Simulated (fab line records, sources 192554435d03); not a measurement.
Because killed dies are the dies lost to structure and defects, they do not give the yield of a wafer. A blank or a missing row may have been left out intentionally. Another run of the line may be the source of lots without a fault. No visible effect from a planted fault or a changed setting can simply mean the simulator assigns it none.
Chamber matching ; flow n5Finfet ; N5_BEOL_M5_ALD_86 on aldMetal-04: 4 sister chambers
The step deposits TaN, pulse time 2 s, purge time 3 s, co reactant purge time 2 s. 4 wafers are shown with their chamber, then 8 later ones without.

EACH WAFER AND ITS CHAMBER
wafer;chamber;heaterPowerW (W)
L457.2;2;399
L457.3;0;410
L467.5;1;343
L470.4;3;457

WAFERS WITH NO CHAMBER GIVEN
wafer;heaterPowerW (W)
L470.5;408
L470.6;464
L475.4;337
L475.5;401
L475.6;342
L474.2;467
L474.4;339
L474.6;447

THE CHAMBER EACH PASSED THROUGH
wafer;from the rows above;in truth
L470.5;can't be placed: 0 or 2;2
L470.6;3;3
L475.4;1;1
L475.5;can't be placed: 2 or 0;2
L475.6;1;1
L474.2;3;3
L474.4;1;1
L474.6;3;3
Placed correctly: 6 of 8. These rows do not allow placing 2 (true chamber among the candidates in 2). Placed wrongly: 0.
How it was worked out, from the rows above alone: a wafer's distance from a chamber is the root of the sum, over the readings, of the square of ((its reading less the chamber's mean) divided by the reading's scatter). If the next closest chamber is less than 2 further off than the closest, the wafer can't be placed; otherwise it belongs to the closest. The mean given for a chamber averages the wafers shown for that chamber. The scatter: root of mean squared gap, hidden wafer to nearest shown wafer, with one shown wafer a chamber.
